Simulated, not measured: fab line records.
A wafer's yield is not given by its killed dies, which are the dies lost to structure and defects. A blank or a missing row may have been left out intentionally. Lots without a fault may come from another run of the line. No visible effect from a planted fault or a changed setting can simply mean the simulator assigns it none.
Matching of chambers | flow n5Finfet | 4 sister chambers for N5_STI_FIN_REVEAL_ALD_00 on aldSin-03
The step deposits SiO2, target thk 1 nm, pulse time 1 s. 14 wafers are shown with their chamber, then 7 later ones without.

== WAFERS PAIRED WITH THEIR CHAMBERS ==
wafer  | chamber | heaterPowerOuterW (W) | heaterPowerW (W) | precursorPulseHeightRel
L078.1 | 0       | 212                   | 432              | 0.965
L078.2 | 3       | 279                   | 520              | 1.027
L078.6 | 1       | 293                   | 487              | 1.007
L079.1 | 1       | 290                   | 499              | 0.993
L079.4 | 0       | 220                   | 414              | 1.012
L079.5 | 2       | 243                   | 430              | 0.962
L080.1 | 1       | 280                   | 484              | 1.002
L080.3 | 3       | 277                   | 499              | 0.983
L080.6 | 1       | 277                   | 470              | 1.030
L083.2 | 1       | 284                   | 489              | 1.028
L083.3 | 3       | 275                   | 512              | 1.019
L083.4 | 0       | 223                   | 437              | 1.026
L089.1 | 0       | 220                   | 416              | 1.032
L089.5 | 3       | 276                   | 491              | 1.005

SIGNATURES (means of the wafers above)
reading                 | chamber 0 | chamber 1 | chamber 2 | chamber 3 | scatter within a chamber
heaterPowerOuterW       | 218.75    | 284.80    | 243.00    | 276.75    | 5.04
heaterPowerW            | 424.75    | 485.80    | 430.00    | 505.50    | 11.6
precursorPulseHeightRel | 1.00875   | 1.01200   | 0.96200   | 1.00850   | 0.0222
Rule: a wafer lies at a distance from a chamber equal to the root of the sum of squares, over the readings, of (its reading less the chamber's mean, divided by the reading's scatter). The wafer belongs to the nearest chamber; if the next one is less than 2 further off, it can't be placed. The scatter: take each reading less its chamber's mean, square it, sum over the shown wafers, divide by the number of wafers less the number of chambers, and take the root.

== WAFERS WITH NO CHAMBER GIVEN ==
wafer  | heaterPowerOuterW (W) | heaterPowerW (W) | precursorPulseHeightRel
L089.6 | 216                   | 427              | 1.028
L093.3 | 288                   | 510              | 0.969
L093.4 | 216                   | 413              | 0.984
L093.6 | 294                   | 499              | 1.012
L094.1 | 264                   | 465              | 0.972
L094.2 | 291                   | 488              | 1.040
L094.5 | 222                   | 427              | 1.019

== EACH ONE'S CHAMBER ==
wafer  | from the rows above          | in truth
L089.6 | 0                            | 0
L093.3 | can't be placed: 3 or 1      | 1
L093.4 | 0                            | 0
L093.6 | can't be placed: 1 or 3      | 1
L094.1 | can't be placed: 3 or 1 or 2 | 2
L094.2 | can't be placed: 1 or 3      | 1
L094.5 | 0                            | 0
Placed correctly: 3 of 7. From these rows, 4 cannot be placed; in 4 the true chamber is one of the candidates. Placed wrongly: 0.
